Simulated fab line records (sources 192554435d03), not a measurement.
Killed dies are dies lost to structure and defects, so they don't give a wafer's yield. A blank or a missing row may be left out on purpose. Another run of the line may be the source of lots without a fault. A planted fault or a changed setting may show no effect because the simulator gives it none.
Comparing a struck lot with a sound one || flow n5 finfet || 16 steps out of a route of 1938
Sound: the wafers L619.1, L619.5, L619.6. Struck: wafers L623.2, L623.5. The cause comes at the end.
Each step with rows lists, per side, the tool, then ch with its chambers, then its first start. Under that, the readings that differ: sound wafers || struck wafers || difference of the means || sigmas: that difference in standard deviations of wafers without a fault.
alike: readings whose means differ by less than 2 such deviations, and words and numbers that are the same on both sides. not compared: withheld readings, readings that some wafer has no value for, bounds like >300 that may hide the same value, and numbers for which the record gives no deviation and whose values overlap.
Wherever a step has rows on one side only, a row that says differs or no value, or a row with sigmas, the two part there. Numbers that don't overlap but have no deviation are shown without sigmas and don't part them. Lack of a reading on every wafer of one side parts them only where that side has two or more wafers.

N5_DUMMY_GATE_DESCUM_20: chemistry O2, time 6.2 s.
  sound on rie diel-03 ch 0,1, day 5 06:29; struck on rie diel-06 ch 0, day 6 05:23
{"reading": "drypump motor current A (A)", "sound": "6.37 6.38 5.97", "struck": "5.56 5.55", "difference": -0.69, "sigmas": -2}
{"reading": "oes product au (a.u.)", "sound": "0.67 0.67 0.79", "struck": "0.89 0.90", "difference": "+0.18", "sigmas": "+2"}
{"reading": "throttle valve pct (%)", "sound": "20.75 20.75 20.25", "struck": "20.20 20.20", "difference": -0.38, "sigmas": -2}
  alike: chamber pressure mTorr, rf vpp V, showerhead plenum p Torr
  not compared: rf hours counter h
N5_DUMMY_GATE_ETCH_29: etches underlayer in N2/H2, target depth 13 nm.
  sound on rie diel-03 ch 0,1, day 5 06:33; struck on rie diel-06 ch 0, day 6 05:26
{"reading": "drypump motor current A (A)", "sound": "6.43 6.44 5.96", "struck": "5.57 5.56", "difference": -0.71, "sigmas": -2}
{"reading": "oes product au (a.u.)", "sound": "0.67 0.67 0.82", "struck": "0.90 0.91", "difference": "+0.19", "sigmas": "+2"}
  alike: chamber pressure mTorr, rf vpp V, showerhead plenum p Torr, throttle valve pct
  not compared: rf hours counter h
then, 1 step without rows for these wafers: N5_DUMMY_GATE_ETCH_36 (etches SiARC in CF4, target depth 13 nm).
N5_DUMMY_GATE_ETCH_37: etches SOC in N2/H2, target depth 60 nm, overetch 30 nm.
  sound on rie diel-03 ch 0,1, day 5 06:38; struck on rie diel-06 ch 0, day 6 05:31
{"reading": "drypump motor current A (A)", "sound": "6.45 6.41 5.97", "struck": "5.55 5.55", "difference": -0.73, "sigmas": -2}
{"reading": "oes product au (a.u.)", "sound": "0.55 0.55 0.63", "struck": "0.71 0.72", "difference": "+0.14", "sigmas": "+2"}
  alike: chamber pressure mTorr, rf vpp V, showerhead plenum p Torr, throttle valve pct
  not compared: rf hours counter h
then, 2 steps without rows for these wafers: N5_DUMMY_GATE_STRIP_38 (strips in N2/H2); N5_DUMMY_GATE_STRIP_39 (strips in N2/H2).
N5_DUMMY_GATE_TRIM_49: chemistry O2, time 29 s, target cd 14 nm.
  sound on rie si-03 ch 2,3, day 5 06:43; struck on rie si-05 ch 0,3, day 6 05:36
  alike: chamber pressure mTorr, drypump motor current A, oes product au, throttle valve pct
  not compared: rf hours counter h
N5_DUMMY_GATE_STRIP_40: strips in CF4.
  sound on rie diel-05 ch 1,3, day 5 06:49; struck on rie diel-06 ch 0,2, day 6 05:42
{"reading": "rf vpp V (V)", "sound": "274.5 272.1 273.9", "struck": "269.9 269.6", "difference": -3.8, "sigmas": -2}
{"reading": "showerhead plenum p Torr (Torr)", "sound": "1.89 1.83 1.89", "struck": "1.76 1.71", "difference": -0.14, "sigmas": -2}
  alike: chamber pressure mTorr, drypump motor current A, oes product au, throttle valve pct
  not compared: rf hours counter h
N5_DUMMY_GATE_CD_MEAS_50 targets a cd of 14 nm.
  sound on cd sem-02 at day 5 06:52; struck on cd sem-01 at day 6 05:45
  alike: cd nm
then, 3 steps without rows for these wafers: N5_DUMMY_GATE_ETCH_31 (etches SiO2 in C4F6/O2, target depth 82.5 nm, time 27.5 s); N5_DUMMY_GATE_STRIP_41 (strips in O2); N5_DUMMY_GATE_HM_OPEN_21 (chemistry CH3F/O2, target SiNx, target depth 120 nm, time 171.4 s).
N5_DUMMY_GATE_ETCH_32: etches SiO2 in CF4, target depth 3.5 nm, time 3.9 s.
  sound on rie si-05 ch 1,2,3, day 5 07:10; struck on rie si-01 ch 2,3, day 6 06:02
{"reading": "oes product au (a.u.)", "sound": "0.982 1.005 0.968", "struck": "1.340 1.264", "difference": "+0.317", "sigmas": "+15"}
{"reading": "model.etch.depth nm (nm)", "sound": "3.503 3.537 3.387", "struck": "5.38 5.007", "difference": "+1.72", "sigmas": ""}
{"reading": "model.SiO2_of_DUMMY_GATE_PECVD_30.thk nm (nm)", "sound": "41.2 41.4 41.6", "struck": "39.4 40.8", "difference": -1.3, "sigmas": ""}
  alike: chamber pressure mTorr, drypump motor current A, throttle valve pct
  not compared: rf hours counter h
then, 1 step without rows for these wafers: N5_DUMMY_GATE_ETCH_23 (etches poly-Si in HBr/Cl2/O2, target depth 41 nm, time 22.3 s).
N5_DUMMY_GATE_ETCH_44: etches poly-Si in HBr/O2, stops on SiO2, target depth 127.5 nm.
  sound on rie si-05 ch 1,2,3, day 5 07:15; struck on rie si-01 ch 2,3, day 6 06:08
{"reading": "model.SiO2_of_DUMMY_GATE_PECVD_30.thk nm (nm)", "sound": "37.6 38 38", "struck": "35.6 37.4", "difference": -1.4, "sigmas": ""}
  alike: chamber pressure mTorr, drypump motor current A, oes product au, throttle valve pct
  not compared: rf hours counter h
N5_DUMMY_GATE_CD_MEAS_24 targets a cd of 15 nm.
  sound on cd sem-03 at day 5 07:22; struck on cd sem-03 at day 6 06:15
  alike: cd nm

## WHERE THEY PART
Last at N5_DUMMY_GATE_ETCH_32 as far as this record goes, first at N5_DUMMY_GATE_DESCUM_20. Later steps at which nothing parts them and some readings are alike: N5_DUMMY_GATE_ETCH_44, N5_DUMMY_GATE_CD_MEAS_24.

WHY: what had been put in by the simulator
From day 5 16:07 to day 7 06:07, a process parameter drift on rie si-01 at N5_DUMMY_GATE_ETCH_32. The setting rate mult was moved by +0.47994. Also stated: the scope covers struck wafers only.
